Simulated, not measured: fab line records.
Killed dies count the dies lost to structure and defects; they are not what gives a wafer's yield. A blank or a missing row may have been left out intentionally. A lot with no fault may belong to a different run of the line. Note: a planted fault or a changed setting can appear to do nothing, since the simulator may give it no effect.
What tool caused it?	flow n5Finfet	36 wafers from 12 lots sampled at 3 of the route's 1938 steps

WHAT THE GAUGES SHOWED, per wafer
N5_SD_EPI_N_EPI_MEAS_23.
lot	measured	on	thkNm (nm)
L075	day 3 09:31	filmMetro-01	58.8 58.8 59.4
L077	day 3 22:02	filmMetro-02	59.0 59.2 59.8
L079	day 4 10:38	filmMetro-02	58.2 54.9 58.3
L081	day 4 21:49	filmMetro-01	59.3 60.5 61.1
L083	day 5 11:09	filmMetro-01	59.8 58.7 59.8
L085	day 6 01:00	filmMetro-01	58.2 58.6 59.7
L087	day 6 11:32	filmMetro-01	57.2 60.5 59.6
L089	day 7 05:56	filmMetro-02	58.5 60.7 56.9
L091	day 7 15:27	filmMetro-02	59.0 58.2 59.7
L093	day 8 00:04	filmMetro-02	59.2 60.0 58.1
L095	day 8 10:00	filmMetro-01	57.5 57.7 58.6
L097	day 8 21:37	filmMetro-02	58.4 60.2 58.2

WHICH TOOL RAN EACH LOT (tool, then ch and the chambers of the sampled wafers, then the start)
lot	N5_DUMMY_GATE_STRIP_48	N5_SPACER0_ALD_08
L075	rieDiel-06 ch 1,2,3, day 3 04:51	aldSin-02 ch 0,1,3, day 3 05:29
L077	rieDiel-06 ch 0,1, day 3 17:17	aldSin-03 ch 0,2,3, day 3 17:59
L079	rieDiel-02 ch 0,1,2, day 4 05:29	aldSin-02 ch 0,1, day 4 06:07
L081	rieDiel-02 ch 0,3, day 4 16:43	aldSin-02 ch 2,3, day 4 17:46
L083	rieDiel-01 ch 0,1,2, day 5 06:36	aldSin-01 ch 0,2,3, day 5 07:14
L085	rieDiel-02 ch 0,1,3, day 5 17:40	aldSin-01 ch 0,1,3, day 5 18:23
L087	rieDiel-02 ch 0,1, day 6 06:53	aldSin-03 ch 0,1,2, day 6 07:31
L089	rieDiel-02 ch 0,1, day 7 01:14	aldSin-01 ch 0,3, day 7 01:53
L091	rieDiel-06 ch 1,2, day 7 10:44	aldSin-02 ch 2,3, day 7 11:23
L093	rieDiel-06 ch 0,1,2, day 7 18:37	aldSin-01 ch 1,2,3, day 7 19:15
L095	rieDiel-02 ch 0,1,3, day 8 04:53	aldSin-03 ch 0,1,2, day 8 05:56
L097	rieDiel-02 ch 0,1, day 8 17:04	aldSin-01 ch 0,3, day 8 17:42
- N5_DUMMY_GATE_STRIP_48: strips in N2/H2, time 20 s.
- N5_SPACER0_ALD_08: deposits SiNx, target thk 2 nm.

THE ANSWER, worked out from the rows above alone
Rule: what is usual is taken from the lots themselves. Put in order of their means at a reading, lots are off if they are a third of the lots or fewer, leave a main group of 4 or more, and stand apart from it by a gap of 3 or more times the standard deviation of the main group's means; of several such gaps the widest counts. A main group whose means are all the same, to the digits that the tables above print for the reading, isn't used. Also off: a lot with no number at a reading for which 4 or more lots have one. The other lots that the step has rows for count as sound.
None of the lots is off at any reading shown; this tells nothing.

WHAT WAS PUT IN BY THE SIMULATOR
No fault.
